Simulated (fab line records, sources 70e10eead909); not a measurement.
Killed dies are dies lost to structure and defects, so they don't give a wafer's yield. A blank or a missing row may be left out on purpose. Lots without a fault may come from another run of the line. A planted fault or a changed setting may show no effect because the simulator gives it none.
fab line records | flow nand_harc
record lots=24 wafers=72 last_day=25
route steps=1159 shown A_STAIRCASE@553
lots that met no fault: from a run of the same line without faults
start_h: hours from the record's first day to the start of the lot's first wafer shown | wait_h: hours since the lot's step before | " the same as in the row above | L1.1+2: a row that stands for several wafers | - no value, or no start given | * or withheld: withheld | < > ~ a bound
route shown NAME@n: a module of which the file shows steps, and the number in the route of the first | usual: mean/standard deviation of fault-free wafers | same: alike in all rows | chamber/n: place in a boat | sites: the reading at each site | _std_site: their standard deviation | _edge_site: outer sites' mean less inner sites' | radius_mm: how far each site lies from the wafer's centre | mask NAME#n: copy n | behind: the tool/chamber that last shaped the wafer | hold: why the lot was held/for how many hours/how that ended | device: the transistor (n, p or np) that didn't switch | end of line: the same wafers' tests at the end of the route | a step without rows: its recipe alone | killed: dies lost to structure and defects at the first sort, not the wafer's yield | map: a wafer's dies, x killed, . not, _ none there
set.NAME: the setting as run; set.NAME@STEP: as run at that earlier step | model.NAME: the simulator's own value behind a step, which no gauge read
steps of the route over a sample of lots; a table a step, a row a wafer
services: from which hour (start_h, from the record's first day; less than 0 if before it) a tool's chamber was out of use, for how many hours, and why
## steps
# step NHARC_A_STAIRCASE_ETCH_17
# recipe target_depth_a=1000 time_s=40.5 ion_energy_ev=400 c4f8_flow_sccm=20 o2_flow_sccm=10 ar_flow_sccm=withheld rf_w=600 bias_w=1000 chemistry=C4F8/O2
# usual bias_w=1000/3.2 oes_product_au=0.949/0.02 rf_vpp_V=897/4
# columns lot.wafer tool chamber start_h wait_h bias_w oes_product_au rf_hours_counter_h rf_vpp_V
L075.3 rie_diel-04 0 - - 998 0.949 52 899
L075.5 " 0 " " 998 0.939 - 900
L075.6 " 1 " " 1000 0.948 - 894
L074.4 rie_diel-11 3 - - 1001 0.946 17 901
L074.5 " 1 " " 1003 0.954 - 900
L074.6 " 2 " " 999 0.947 - 903
L076.4 rie_diel-05 0 - - 997 0.944 29 897
L076.1 " 1 " " 996 0.939 32 900
L076.6 " 1 " " 1000 0.946 - 900
L078.2 rie_diel-11 2 - - 995 0.957 18 904
L078.5 " 3 " " 1003 0.948 - 899
L078.6 " 0 " " 1006 0.931 - 896
L077.1 rie_diel-05 0 - - 1003 0.939 31 897
L077.3 " 2 " " 1003 0.967 36 895
L077.5 " 3 " " 1001 0.952 - 889
L079.1 rie_diel-04 2 - - 1004 0.937 48 891
L079.2 " 0 " " 997 0.947 58 900
L079.6 " 1 " " 999 0.932 - 894
L080.1 rie_diel-11 2 - - 999 0.928 26 904
L080.2 " 3 " " 999 0.939 27 898
L080.3 " 0 " " 1002 0.943 25 895
L081.4 rie_diel-11 3 - - 1000 0.952 27 899
L081.3 " 1 " " 1000 0.954 25 898
L081.6 " 2 " " 996 0.963 - 905
L082.1 rie_diel-05 3 - - 1000 0.947 42 890
L082.4 " 0 " " 999 0.951 42 899
L082.5 " 3 " " 1002 0.929 - 890
L084.4 rie_diel-11 3 - - 1003 0.929 35 900
L084.1 " 2 " " 1000 0.918 35 904
L084.5 " 3 " " 1000 0.928 - 899
L083.2 rie_diel-11 2 - - 999 0.948 36 903
L083.4 " 1 " " 999 0.956 35 900
L083.5 " 3 " " 1003 0.949 - 899
L086.2 rie_diel-11 1 - - 1000 0.959 41 898
L086.1 " 2 " " 1003 0.948 43 905
L086.3 " 0 " " 1002 0.959 40 896
L088.4 rie_diel-05 0 - - 997 0.954 - 895
L088.6 " 2 " " 1000 0.961 - 894
L088.5 " 3 " " 1001 0.942 - 889
L087.5 rie_diel-05 2 - - 994 0.937 - 894
L087.4 " 3 " " 1004 0.939 - 889
L087.6 " 0 " " 1005 0.947 - 897
L085.4 rie_diel-11 1 - - 1001 0.940 42 898
L085.5 " 0 " " 1002 0.949 - 895
L085.6 " 1 " " 1005 0.945 - 900
L089.1 rie_diel-11 2 - - 995 0.939 46 904
L089.3 " 0 " " 995 0.947 43 895
L089.6 " 2 " " 998 0.926 - 903
L091.2 rie_diel-05 3 - - 1000 0.938 61 888
L091.6 " 2 " " 998 0.928 - 893
L091.4 " 3 " " 1006 0.935 - 890
L092.2 rie_diel-11 1 - - 1000 0.929 47 897
L092.3 " 3 " " 1001 0.925 47 897
L092.6 " 0 " " 997 0.946 - 895
L090.4 rie_diel-11 0 - - 999 0.949 46 896
L090.2 " 1 " " 998 0.929 48 899
L090.5 " 2 " " 998 0.941 - 903
L093.2 rie_diel-11 1 - - 1002 0.930 50 899
L093.3 " 2 " " 1001 0.941 52 904
L093.1 " 3 " " 995 0.932 50 897
L095.4 rie_diel-04 1 - - 999 0.929 23 894
L095.2 " 2 " " 1000 0.936 23 893
L095.6 " 0 " " 1003 0.938 - 898
L094.1 rie_diel-11 0 353.23 - 999 1.015 51 895
L094.4 " 1 " " 1004 0.997 - 898
L094.6 " 2 " " 1005 1.006 - 905
L096.3 rie_diel-04 2 366.82 - 998 1.013 31 892
L096.2 " 3 " " 1001 1.006 31 896
L096.5 " 2 " " 996 1.004 - 892
L097.1 rie_diel-11 3 - - 1007 0.943 1 901
L097.2 " 1 " " 1000 0.954 1 898
L097.6 " 3 " " 997 0.939 - 898
# step NHARC_A_STAIRCASE_ETCH_19
# recipe target_depth_a=1000 time_s=40.5 ion_energy_ev=400 c4f8_flow_sccm=20 o2_flow_sccm=10 ar_flow_sccm=withheld rf_w=600 bias_w=1000 chemistry=C4F8/O2
# usual bias_w=1000/3.1 oes_product_au=0.945/0.01 rf_vpp_V=897/4.2
# columns lot.wafer tool chamber start_h wait_h bias_w oes_product_au rf_hours_counter_h rf_vpp_V
L075.3 rie_diel-04 1 - - 1004 0.952 48 894
L075.6 " 0 " " 996 0.962 - 898
L075.5 " 1 " " 1003 0.949 - 895
L074.4 rie_diel-11 3 - - 1001 0.926 17 899
L074.5 " 0 " " 1000 0.935 - 895
L074.6 " 1 " " 996 0.922 - 900
L076.1 rie_diel-05 1 - - 996 0.953 32 900
L076.4 " 2 " " 1005 0.947 32 894
L076.6 " 3 " " 992 0.946 - 888
L078.2 rie_diel-11 2 - - 999 0.944 18 904
L078.5 " 3 " " 999 0.946 - 900
L078.6 " 0 " " 1006 0.956 - 896
L077.1 rie_diel-05 3 - - 1002 0.947 33 889
L077.3 " 0 " " 1004 0.959 31 896
L077.5 " 3 " " 997 0.951 - 889
L079.1 rie_diel-04 3 - - 1005 0.943 58 896
L079.2 " 2 " " 1001 0.942 48 893
L079.6 " 0 " " 999 0.931 - 898
L080.3 rie_diel-11 0 - - 999 0.939 25 897
L080.2 " 2 " " 1000 0.944 27 904
L080.1 " 3 " " 1002 0.937 27 899
L081.3 rie_diel-11 0 - - 996 0.960 26 896
L081.4 " 1 " " 1000 0.945 25 899
L081.6 " 2 " " 999 0.951 - 904
L082.1 rie_diel-05 1 - - 1001 0.943 46 901
L082.4 " 2 " " 1001 0.936 45 894
L082.5 " 3 " " 997 0.948 - 888
L084.4 rie_diel-11 1 - - 1006 0.930 34 898
L084.1 " 3 " " 1000 0.956 35 899
L084.5 " 1 " " 1004 0.926 - 898
L083.4 rie_diel-11 2 - - 1000 0.950 36 903
L083.2 " 0 " " 1004 0.949 35 896
L083.5 " 1 " " 1002 0.951 - 901
L086.3 rie_diel-11 2 - - 998 0.956 43 903
L086.2 " 3 " " 1000 0.946 41 899
L086.1 " 0 " " 1007 0.947 40 897
L088.5 rie_diel-05 3 - - 1005 0.935 - 889
L088.4 " 0 " " 1003 0.959 - 895
L088.6 " 2 " " 1000 0.956 - 894
L087.6 rie_diel-05 2 - - 1001 0.943 - 894
L087.4 " 3 " " 1000 0.944 - 889
L087.5 " 0 " " 999 0.949 - 896
L085.4 rie_diel-11 0 - - 1002 0.965 41 895
L085.5 " 0 " " 1000 0.951 - 895
L085.6 " 1 " " 1002 0.957 - 898
L089.1 rie_diel-11 1 - - 1002 0.931 44 898
L089.3 " 3 " " 1004 0.937 44 899
L089.6 " 1 " " 1005 0.941 - 899
L091.2 rie_diel-05 0 - - 1004 0.950 62 897
L091.4 " 2 " " 1003 0.933 - 895
L091.6 " 0 " " 1009 0.952 - 898
L092.2 rie_diel-11 2 - - 1000 0.939 50 904
L092.3 " 1 " " 996 0.936 48 898
L092.6 " 3 " " 997 0.932 - 898
L090.2 rie_diel-11 3 - - 1004 0.944 48 898
L090.4 " 1 " " 999 0.929 48 898
L090.5 " 3 " " 1002 0.939 - 899
L093.3 rie_diel-11 0 - - 999 0.960 49 896
L093.1 " 2 " " 1004 0.951 53 903
L093.2 " 3 " " 1005 0.963 50 897
L095.2 rie_diel-04 3 - - 998 0.944 25 896
L095.4 " 0 " " 998 0.956 25 900
L095.6 " 2 " " 1003 0.947 - 893
L094.1 rie_diel-05 3 355.29 - 1006 0.931 4 887
L094.4 " 3 " " 1005 0.924 - 889
L094.6 " 2 " " 999 0.933 - 894
L096.3 rie_diel-04 3 - - 1000 0.962 32 896
L096.2 " 2 " " 1001 0.942 31 893
L096.5 " 0 " " 1003 0.975 - 896
L097.1 rie_diel-11 1 - - 999 0.943 1 898
L097.2 " 0 " " 1003 0.949 1 897
L097.6 " 2 " " 1001 0.960 - 905
# step NHARC_A_STAIRCASE_TRIM_26
# recipe time_s=211.2 o2_flow_sccm=500 ar_flow_sccm=0 bias_w=0 chemistry=O2
# usual drypump_motor_current_A=5.7/0.34 oes_product_au=1.004/0.0076 rf_vpp_V=57.9/0.79 showerhead_plenum_p_Torr=3.55/0.11 throttle_valve_pct=17.035/0.0089
# same bias_w=0
# columns lot.wafer tool chamber start_h wait_h drypump_motor_current_A oes_product_au rf_hours_counter_h rf_vpp_V showerhead_plenum_p_Torr throttle_valve_pct
L075.3 rie_diel-05 0 - - 6.1 1.020 27 56.7 3.56 17.030
L075.6 " 3 " " 5.9 1.003 - 57.4 3.35 17.025
L075.5 " 0 " " 6.1 1.020 - 57.2 3.56 17.030
L074.4 rie_diel-11 0 - - 5.3 1.006 16 58.1 3.53 17.045
L074.6 " 1 " " 5.5 0.998 - 58.2 3.61 17.052
L074.5 " 2 " " 6.1 1.010 - 58.6 3.77 17.034
L076.4 rie_diel-11 2 - - 6.1 1.010 19 57.9 3.77 17.018
L076.1 " 0 " " 5.3 1.007 19 55.6 3.52 17.022
L076.6 " 1 " " 5.5 0.991 - 57.9 3.61 17.021
L078.2 rie_diel-05 2 - - 5.5 1.008 33 58.6 3.49 17.034
L078.6 " 2 " " 5.4 1.004 - 58.1 3.49 17.050
L078.5 " 3 " " 6.0 1.005 - 57.5 3.35 17.024
L077.1 rie_diel-05 0 - - 6.1 1.004 32 57.2 3.55 17.030
L077.3 " 1 " " 6.0 1.008 36 59.2 3.66 17.050
L077.5 " 1 " " 6.0 1.006 - 58.5 3.66 17.026
L079.2 rie_diel-04 0 - - 6.0 1.000 58 57.9 3.61 17.033
L079.1 " 1 " " 5.0 0.998 54 57.7 3.49 17.038
L079.6 " 3 " " 6.2 1.003 - 58.9 3.56 17.047
L080.1 rie_diel-04 1 - - 5.0 1.002 56 57.1 3.49 17.041
L080.2 " 2 " " 5.7 0.992 52 58.1 3.45 17.024
L080.3 " 3 " " 6.2 0.997 63 57.6 3.56 17.048
L081.3 rie_diel-11 2 - - 6.1 1.008 27 59.1 3.76 17.032
L081.4 " 0 " " 5.3 1.021 26 58.3 3.52 17.041
L081.6 " 3 " " 5.9 1.014 - 57.8 3.61 17.029
L082.4 rie_diel-05 0 - - 6.1 1.023 43 57.3 3.55 17.036
L082.1 " 1 " " 6.1 1.013 46 58.5 3.65 17.036
L082.5 " 3 " " 6.0 0.992 - 56.6 3.35 17.041
L084.4 rie_diel-11 1 - - 5.5 1.002 34 58.1 3.60 17.038
L084.1 " 2 " " 6.1 1.006 36 58.5 3.76 17.048
L084.5 " 0 " " 5.3 1.017 - 56.7 3.52 17.038
L083.2 rie_diel-04 0 - - 5.9 1.011 2 57.9 3.61 17.054
L083.4 " 1 " " 5.0 0.995 2 57.6 3.49 17.025
L083.5 " 2 " " 5.6 0.989 - 58.1 3.44 17.043
L086.3 rie_diel-11 2 - - 6.1 0.997 44 59.2 3.75 17.050
L086.2 " 3 " " 5.9 1.004 42 57.7 3.61 17.048
L086.1 " 0 " " 5.3 1.007 40 58.8 3.51 17.036
L088.4 rie_diel-05 3 - - 6.0 1.009 - 57.2 3.34 17.027
L088.6 " 0 " " 6.1 1.007 - 58.2 3.54 17.037
L088.5 " 2 " " 5.5 0.999 - 57.9 3.48 17.041
L087.4 rie_diel-11 3 - - 6.0 1.003 43 57.8 3.61 17.032
L087.5 " 0 " " 5.3 1.003 - 58.8 3.51 17.033
L087.6 " 1 " " 5.6 1.001 - 58.6 3.60 17.035
L085.5 rie_diel-05 2 - - 5.4 0.991 - 56.8 3.48 17.036
L085.6 " 3 " " 6.0 1.005 - 58.0 3.34 17.039
L085.4 " 0 " " 6.2 1.010 - 58.1 3.54 17.024
L089.3 rie_diel-11 0 - - 5.3 1.015 44 57.8 3.51 17.045
L089.1 " 2 " " 6.1 1.002 47 58.8 3.75 17.040
L089.6 " 0 " " 5.3 0.994 - 59.8 3.51 17.024
L091.2 rie_diel-05 3 - - 5.9 0.997 63 56.9 3.34 17.033
L091.4 " 2 " " 5.4 0.999 - 57.7 3.48 17.036
L091.6 " 3 " " 5.9 1.000 - 57.6 3.34 17.025
L092.2 rie_diel-11 3 - - 5.9 1.002 49 58.3 3.60 17.048
L092.3 " 0 " " 5.3 1.020 48 58.9 3.51 17.025
L092.6 " 1 " " 5.5 0.999 - 57.7 3.59 17.029
L090.2 rie_diel-11 3 - - 5.9 1.009 49 57.7 3.60 17.031
L090.4 " 0 " " 5.3 1.018 48 55.7 3.51 17.026
L090.5 " 1 " " 5.5 0.994 - 58.4 3.59 17.043
L093.2 rie_diel-04 2 - - 5.7 1.001 20 57.3 3.43 17.031
L093.1 " 3 " " 6.2 0.998 22 58.2 3.54 17.045
L093.3 " 0 " " 5.9 1.002 22 59.0 3.60 17.048
L095.2 rie_diel-11 3 - - 5.9 1.000 52 57.5 3.60 17.042
L095.4 " 2 " " 6.1 1.002 56 58.0 3.74 17.025
L095.6 " 0 " " 5.3 1.004 - 58.3 3.51 17.042
L094.1 rie_diel-05 3 - - 5.9 1.006 4 56.4 3.33 17.024
L094.4 " 2 " " 5.4 1.009 - 58.2 3.47 17.029
L094.6 " 2 " " 5.4 1.001 - 57.6 3.47 17.036
L096.2 rie_diel-04 2 - - 5.7 1.007 32 57.1 3.43 17.029
L096.3 " 3 " " 6.2 1.002 33 56.3 3.54 17.040
L096.5 " 1 " " 5.0 1.008 - 57.6 3.47 17.037
L097.2 rie_diel-11 3 - - 5.9 1.005 1 57.9 3.60 17.030
L097.1 " 0 " " 5.3 1.002 1 58.8 3.50 17.036
L097.6 " 3 " " 5.9 1.002 - 57.2 3.60 17.046
# step NHARC_A_STAIRCASE_ETCH_197
# recipe target_depth_a=1000 time_s=40.5 ion_energy_ev=400 c4f8_flow_sccm=20 o2_flow_sccm=10 ar_flow_sccm=withheld rf_w=600 bias_w=1000 chemistry=C4F8/O2
# usual bias_w=1000/3.2 oes_product_au=0.948/0.016 rf_vpp_V=896/3.7
# columns lot.wafer tool chamber start_h wait_h bias_w oes_product_au rf_hours_counter_h rf_vpp_V
L074.4 rie_diel-11 1 - - 998 0.945 16 898
L074.5 " 1 " " 999 0.956 - 900
L074.6 " 2 " " 1001 0.953 - 903
L075.3 rie_diel-04 2 - - 1002 0.954 44 892
L075.6 " 1 " " 1008 0.953 - 895
L075.5 " 2 " " 1004 0.947 - 892
L076.4 rie_diel-11 1 - - 1001 0.953 19 899
L076.1 " 2 " " 999 0.943 20 903
L076.6 " 1 " " 1005 0.949 - 898
L078.2 rie_diel-04 1 - - 995 0.941 51 896
L078.6 " 3 " " 997 0.950 - 896
L078.5 " 0 " " 1001 0.945 - 899
L077.3 rie_diel-11 3 - - 1008 0.951 22 900
L077.1 " 0 " " 1002 0.953 21 894
L077.5 " 2 " " 998 0.950 - 906
L079.2 rie_diel-04 3 - - 996 0.945 60 898
L079.1 " 1 " " 1001 0.943 54 894
L079.6 " 2 " " 996 0.950 - 893
L080.3 rie_diel-05 0 - - 1001 0.944 40 897
L080.1 " 1 " " 999 0.937 43 901
L080.2 " 2 " " 1000 0.931 43 895
L081.4 rie_diel-11 1 - - 998 0.949 26 898
L081.3 " 3 " " 1005 0.962 29 901
L081.6 " 1 " " 995 0.944 - 899
L082.1 rie_diel-11 3 - - 1003 0.971 32 898
L082.4 " 0 " " 1003 0.972 31 896
L082.5 " 3 " " 1001 0.964 - 899
L084.4 rie_diel-05 0 - - 1004 0.961 49 897
L084.1 " 2 " " 1000 0.948 50 894
L084.5 " 3 " " 998 0.949 - 889
L083.2 rie_diel-05 1 - - 1002 0.948 54 902
L083.5 " 1 " " 1003 0.948 - 901
L083.4 " 3 " " 994 0.943 - 889
L086.2 rie_diel-04 1 - - 1005 0.911 9 894
L086.3 " 2 " " 1003 0.918 9 891
L086.1 " 0 " " 1000 0.924 10 896
L088.4 rie_diel-11 3 - - 1003 0.953 43 901
L088.6 " 0 " " 997 0.961 - 896
L088.5 " 1 " " 994 0.945 - 899
L087.4 rie_diel-05 3 - - 1006 0.937 - 889
L087.5 " 0 " " 1001 0.947 - 895
L087.6 " 2 " " 1000 0.936 - 895
L085.4 rie_diel-04 1 - - 1002 0.938 12 893
L085.5 " 2 " " 1004 0.961 - 893
L085.6 " 3 " " 1000 0.965 - 898
L089.1 rie_diel-04 1 - - 998 0.983 14 894
L089.3 " 2 " " 1000 0.969 14 892
L089.6 " 1 " " 997 0.985 - 894
L091.2 rie_diel-11 0 - - 1000 0.933 45 895
L091.4 " 3 " " 997 0.923 46 897
L091.6 " 1 " " 997 0.923 - 900
L092.2 rie_diel-04 1 - - 1000 0.943 20 894
L092.3 " 3 " " 1001 0.942 23 896
L092.6 " 1 " " 999 0.945 - 895
L090.4 rie_diel-04 2 - - 1002 0.939 21 892
L090.2 " 3 " " 997 0.939 23 896
L090.5 " 2 " " 999 0.934 - 892
L093.2 rie_diel-04 2 - - 991 0.940 22 893
L093.1 " 3 " " 999 0.957 24 895
L093.3 " 1 " " 994 0.932 22 895
L095.2 rie_diel-04 3 - - 1004 0.948 28 897
L095.4 " 1 " " 996 0.952 26 896
L095.6 " 2 " " 1000 0.948 - 891
L094.4 rie_diel-04 2 - - 1003 0.917 27 893
L094.1 " 3 " " 997 0.924 29 895
L094.6 " 2 " " 1002 0.912 - 893
L096.3 rie_diel-04 3 - - 1005 0.946 34 896
L096.2 " 0 " " 1002 0.956 33 898
L096.5 " 2 " " 998 0.939 - 895
L097.2 rie_diel-11 3 - - 999 0.974 2 899
L097.1 " 0 " " 995 0.977 2 894
L097.6 " 2 " " 1000 0.965 - 904
# step NHARC_A_STAIRCASE_TRIM_200
# recipe time_s=211.2 o2_flow_sccm=500 ar_flow_sccm=0 bias_w=0 chemistry=O2
# usual drypump_motor_current_A=5.7/0.39 oes_product_au=1.004/0.0075 rf_vpp_V=57.8/0.91 showerhead_plenum_p_Torr=3.55/0.098 throttle_valve_pct=17.037/0.0092
# same bias_w=0
# columns lot.wafer tool chamber start_h wait_h drypump_motor_current_A oes_product_au rf_hours_counter_h rf_vpp_V showerhead_plenum_p_Torr throttle_valve_pct
L074.4 rie_diel-11 3 - - 5.9 1.007 18 56.9 3.62 17.026
L074.6 " 3 " " 5.9 1.007 - 58.8 3.62 17.043
L074.5 " 0 " " 5.3 1.002 - 57.7 3.52 17.037
L075.3 rie_diel-04 2 - - 5.7 0.993 44 58.1 3.45 17.038
L075.5 " 0 " " 6.0 1.009 - 57.6 3.61 17.030
L075.6 " 1 " " 5.1 0.997 - 59.9 3.49 17.034
L076.4 rie_diel-11 2 - - 6.1 1.008 20 57.9 3.76 17.046
L076.1 " 0 " " 5.3 1.000 20 57.7 3.52 17.041
L076.6 " 3 " " 5.9 1.007 - 59.4 3.62 17.060
L078.2 rie_diel-04 0 - - 5.9 1.009 56 58.7 3.61 17.037
L078.6 " 0 " " 5.9 1.006 - 57.4 3.61 17.031
L078.5 " 1 " " 5.0 0.994 - 57.4 3.49 17.028
L077.3 rie_diel-11 3 - - 5.9 1.008 23 59.3 3.62 17.044
L077.1 " 0 " " 5.3 1.004 21 56.6 3.52 17.034
L077.5 " 1 " " 5.5 0.996 - 56.7 3.61 17.049
L079.2 rie_diel-04 0 - - 5.9 1.016 59 57.8 3.61 17.027
L079.1 " 3 " " 6.2 0.998 60 57.0 3.56 17.054
L079.6 " 0 " " 5.9 1.012 - 57.5 3.61 17.054
L080.3 rie_diel-05 0 - - 6.1 1.012 40 57.5 3.55 17.047
L080.1 " 1 " " 6.0 1.006 44 58.0 3.65 17.029
L080.2 " 3 " " 6.0 0.997 40 57.8 3.35 17.030
L081.4 rie_diel-11 1 - - 5.6 1.013 26 56.7 3.60 17.037
L081.3 " 2 " " 6.1 1.008 28 58.6 3.76 17.051
L081.6 " 0 " " 5.3 1.010 - 57.5 3.52 17.038
L082.1 rie_diel-11 0 - - 5.3 1.008 32 56.7 3.52 17.033
L082.4 " 3 " " 5.9 0.999 33 57.5 3.61 17.035
L082.5 " 0 " " 5.3 1.015 - 57.3 3.52 17.038
L084.1 rie_diel-05 3 - - 5.9 1.003 49 56.3 3.34 17.042
L084.4 " 0 " " 6.1 1.023 50 58.8 3.55 17.029
L084.5 " 0 " " 6.1 1.006 - 59.8 3.55 17.029
L083.2 rie_diel-05 0 - - 6.1 1.005 52 56.7 3.54 17.035
L083.5 " 0 " " 6.1 1.010 - 57.0 3.54 17.042
L083.4 " 3 " " 5.9 0.993 - 57.8 3.34 17.034
L086.2 rie_diel-04 0 - - 5.9 1.000 10 59.1 3.60 17.032
L086.1 " 1 " " 5.0 0.990 10 59.2 3.48 17.014
L086.3 " 3 " " 6.2 1.000 9 56.0 3.55 17.046
L088.4 rie_diel-11 2 - - 6.0 0.991 45 59.4 3.75 17.036
L088.6 " 1 " " 5.5 1.005 - 58.8 3.59 17.040
L088.5 " 2 " " 6.1 1.000 - 57.3 3.75 17.039
L087.4 rie_diel-05 0 - - 6.1 1.015 - 58.0 3.54 17.040
L087.6 " 2 " " 5.4 1.001 - 58.3 3.48 17.048
L087.5 " 3 " " 6.0 1.005 - 58.1 3.34 17.026
L085.4 rie_diel-04 2 - - 5.6 1.005 13 58.1 3.44 17.039
L085.5 " 1 " " 5.0 1.002 - 56.5 3.48 17.030
L085.6 " 2 " " 5.7 1.001 - 57.6 3.44 17.030
L089.3 rie_diel-04 1 - - 5.0 1.011 15 58.3 3.48 17.042
L089.1 " 3 " " 6.2 1.004 16 58.4 3.55 17.035
L089.6 " 0 " " 6.0 1.015 - 59.8 3.60 17.043
L091.2 rie_diel-11 2 - - 6.1 1.015 49 56.8 3.75 17.021
L091.4 " 0 " " 5.3 1.022 45 57.4 3.51 17.031
L091.6 " 3 " " 5.9 1.005 - 56.9 3.60 17.020
L092.2 rie_diel-04 1 - - 5.0 0.997 21 57.6 3.48 17.040
L092.3 " 2 " " 5.6 0.997 21 57.4 3.43 17.042
L092.6 " 2 " " 5.6 0.988 - 58.3 3.43 17.032
L090.4 rie_diel-04 1 - - 5.0 1.002 21 57.9 3.48 17.033
L090.2 " 2 " " 5.7 1.000 21 56.7 3.43 17.048
L090.5 " 2 " " 5.6 0.996 - 58.2 3.43 17.028
L093.2 rie_diel-04 1 - - 5.0 1.002 22 57.4 3.48 17.058
L093.1 " 2 " " 5.7 0.995 23 57.0 3.43 17.034
L093.3 " 3 " " 6.2 1.004 24 58.1 3.54 17.032
L095.4 rie_diel-04 1 - - 5.0 1.001 27 56.5 3.47 17.043
L095.2 " 3 " " 6.2 1.008 29 58.0 3.54 17.040
L095.6 " 1 " " 5.0 1.003 - 57.9 3.47 17.038
L094.1 rie_diel-04 2 - - 5.7 1.011 27 56.7 3.43 17.052
L094.4 " 3 " " 6.2 1.011 29 57.3 3.54 17.041
L094.6 " 0 " " 5.9 1.021 - 57.8 3.59 17.044
L096.3 rie_diel-04 2 - - 5.6 0.999 34 57.3 3.43 17.038
L096.2 " 3 " " 6.2 1.007 35 58.0 3.54 17.039
L096.5 " 1 " " 5.0 1.003 - 58.1 3.47 17.025
L097.2 rie_diel-11 2 - - 6.1 1.012 3 58.5 3.74 17.048
L097.1 " 3 " " 5.9 0.996 3 59.3 3.60 17.027
L097.6 " 2 " " 6.1 0.999 - 57.4 3.74 17.025
# step NHARC_A_STAIRCASE_ETCH_221
# recipe target_depth_a=1000 time_s=40.5 ion_energy_ev=400 c4f8_flow_sccm=20 o2_flow_sccm=10 ar_flow_sccm=withheld rf_w=600 bias_w=1000 chemistry=C4F8/O2
# usual bias_w=1000/3 oes_product_au=0.940/0.012 rf_vpp_V=896/3.6
# columns lot.wafer tool chamber start_h wait_h bias_w oes_product_au rf_hours_counter_h rf_vpp_V
L074.4 rie_diel-05 3 - - 996 0.935 30 891
L074.6 " 3 " " 996 0.930 - 890
L074.5 " 0 " " 1003 0.942 - 896
L075.3 rie_diel-11 2 - - 1002 0.933 17 904
L075.6 " 0 " " 1002 0.948 - 896
L075.5 " 1 " " 1003 0.937 - 898
L076.1 rie_diel-04 3 - - 999 0.945 57 897
L076.4 " 1 " " 1001 0.952 51 896
L076.6 " 0 " " 1002 0.943 - 899
L078.2 rie_diel-05 0 - - 998 0.943 33 898
L078.6 " 1 " " 1003 0.965 - 900
L078.5 " 2 " " 1000 0.950 - 894
L077.1 rie_diel-11 1 - - 999 0.928 22 899
L077.3 " 2 " " 994 0.925 23 904
L077.5 " 0 " " 999 0.942 - 897
L079.1 rie_diel-05 3 - - 995 0.920 38 889
L079.2 " 0 " " 1003 0.936 38 897
L079.6 " 2 " " 999 0.921 - 895
L080.2 rie_diel-04 3 - - 1002 0.951 65 897
L080.3 " 0 " " 1004 0.953 64 898
L080.1 " 2 " " 1003 0.942 53 894
L081.3 rie_diel-05 1 - - 1003 0.922 45 901
L081.4 " 2 " " 1003 0.929 44 895
L081.6 " 0 " " 1002 0.934 - 898
L082.4 rie_diel-05 3 - - 999 0.933 45 891
L082.1 " 0 " " 1001 0.938 46 897
L082.5 " 3 " " 995 0.931 - 889
L084.1 rie_diel-05 1 - - 998 0.965 53 902
L084.4 " 3 " " 1004 0.943 49 889
L084.5 " 1 " " 997 0.967 - 900
L083.4 rie_diel-04 1 - - 1005 0.946 3 896
L083.2 " 3 " " 1000 0.939 3 897
L083.5 " 1 " " 1006 0.961 - 895
L086.2 rie_diel-04 3 - - 995 0.928 10 897
L086.1 " 0 " " 999 0.939 11 899
L086.3 " 1 " " 996 0.935 11 894
L088.5 rie_diel-05 3 - - 995 0.934 - 889
L088.6 " 0 " " 1002 0.936 - 898
L088.4 " 2 " " 1000 0.929 - 894
L087.4 rie_diel-11 0 - - 1003 0.976 44 895
L087.5 " 1 " " 1000 0.951 - 900
L087.6 " 2 " " 1003 0.947 - 903
L085.4 rie_diel-05 0 - - 998 0.952 - 897
L085.5 " 2 " " 998 0.940 - 893
L085.6 " 3 " " 1002 0.941 - 890
L091.2 rie_diel-04 0 - - 996 0.942 18 898
L091.4 " 1 " " 1006 0.923 17 894
L091.6 " 3 " " 1001 0.928 - 896
L089.3 rie_diel-11 2 - - 998 0.925 50 903
L089.1 " 0 " " 1003 0.916 47 895
L089.6 " 2 " " 997 0.929 - 904
L092.2 rie_diel-04 0 - - 998 0.944 23 898
L092.3 " 1 " " 1000 0.940 22 894
L092.6 " 3 " " 1000 0.939 - 897
L090.4 rie_diel-04 1 - - 998 0.923 23 895
L090.2 " 2 " " 1000 0.921 23 893
L090.5 " 0 " " 999 0.939 - 897
L093.2 rie_diel-04 0 - - 1001 0.950 25 898
L093.3 " 1 " " 1002 0.940 24 894
L093.1 " 3 " " 1004 0.945 26 896
L095.4 rie_diel-11 1 - - 1002 0.946 56 897
L095.2 " 2 " " 1002 0.963 58 904
L095.6 " 1 " " 999 0.955 - 897
L094.1 rie_diel-05 0 - - 998 0.952 1 896
L094.6 " 0 " " 998 0.955 - 896
L094.4 " 2 " " 1002 0.954 - 894
L096.2 rie_diel-05 0 - - 1000 0.942 8 895
L096.3 " 2 " " 1000 0.939 13 894
L096.5 " 0 " " 999 0.943 - 897
L097.2 rie_diel-04 0 - - 1000 0.961 36 897
L097.1 " 1 " " 999 0.946 36 894
L097.6 " 0 " " 994 0.957 - 898
## services
# columns tool chamber start_h hours kind
rie_diel-11 0 223.09 - clean
rie_diel-11 1 223.09 - clean
rie_diel-11 2 223.09 - clean
rie_diel-11 3 223.09 - clean
rie_diel-04 1 229.80 3.6 repair
rie_diel-11 0 247.59 - clean
rie_diel-11 1 247.59 - clean
rie_diel-11 2 247.59 - clean
rie_diel-11 3 247.59 - clean
rie_diel-04 1 253.92 2.7 repair
rie_diel-11 0 272.76 - clean
rie_diel-11 1 272.76 - clean
rie_diel-11 2 272.76 - clean
rie_diel-11 3 272.76 - clean
rie_diel-04 1 275.49 13.2 repair
rie_diel-04 2 286.14 9.2 repair
rie_diel-04 - 289.06 9.0 pm
rie_diel-11 0 297.34 - clean
rie_diel-11 1 304.97 3.8 repair
rie_diel-05 2 305.93 9.1 repair
rie_diel-11 - 310.36 0.3 repair
rie_diel-05 1 323.17 52.0 repair
rie_diel-05 - 341.01 9.0 pm
rie_diel-11 3 350.25 3.7 repair
## key
fault none
